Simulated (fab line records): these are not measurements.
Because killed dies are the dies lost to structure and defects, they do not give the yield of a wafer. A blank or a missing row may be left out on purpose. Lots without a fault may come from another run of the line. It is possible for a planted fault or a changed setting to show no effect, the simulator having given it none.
Chamber matching    flow nand-harc    ald-hk-02 running NHARC_A_CHANNEL_FILL_D2_ALD_25: 4 sister chambers
The step deposits SiOx, target thk 60 nm, pulse time 10 s, ald cycles 600. 4 wafers are shown with their chamber, then 11 later ones without.

== EACH WAFER AND ITS CHAMBER ==
wafer   chamber  heater-power-w (W)
L084.4  2        443
L084.2  3        383
L084.1  1        476
L084.3  0        517

== WAFERS WHOSE CHAMBER IS MISSING ==
wafer   heater-power-w (W)
L084.5  440
L084.6  387
L086.1  381
L086.4  510
L086.5  447
L090.1  445
L090.4  459
L090.5  440
L094.1  491
L094.2  441
L094.3  375

== THE CHAMBER EACH PASSED THROUGH ==
wafer   from the rows above      in truth
L084.5  2                        2
L084.6  3                        3
L086.1  3                        3
L086.4  0                        0
L086.5  2                        2
L090.1  2                        2
L090.4  can't be placed: 2 or 1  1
L090.5  2                        2
L094.1  can't be placed: 1 or 0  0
L094.2  2                        2
L094.3  3                        3
9 of 11 placed correctly. Not placeable from these rows: 2 (in 2, the candidates include the true chamber). Wrongly placed: 0.
How it was worked out, from the rows above alone: a wafer's distance from a chamber is the root of the sum, over the readings, of the square of ((its reading less the chamber's mean) divided by the reading's scatter). The wafer belongs to the nearest chamber; if the next one is less than 2 further off, it can't be placed. A chamber's mean is the mean of its shown wafers. The scatter: with one shown wafer a chamber, the root of the mean of the squares of how far each hidden wafer lies from its nearest shown one.
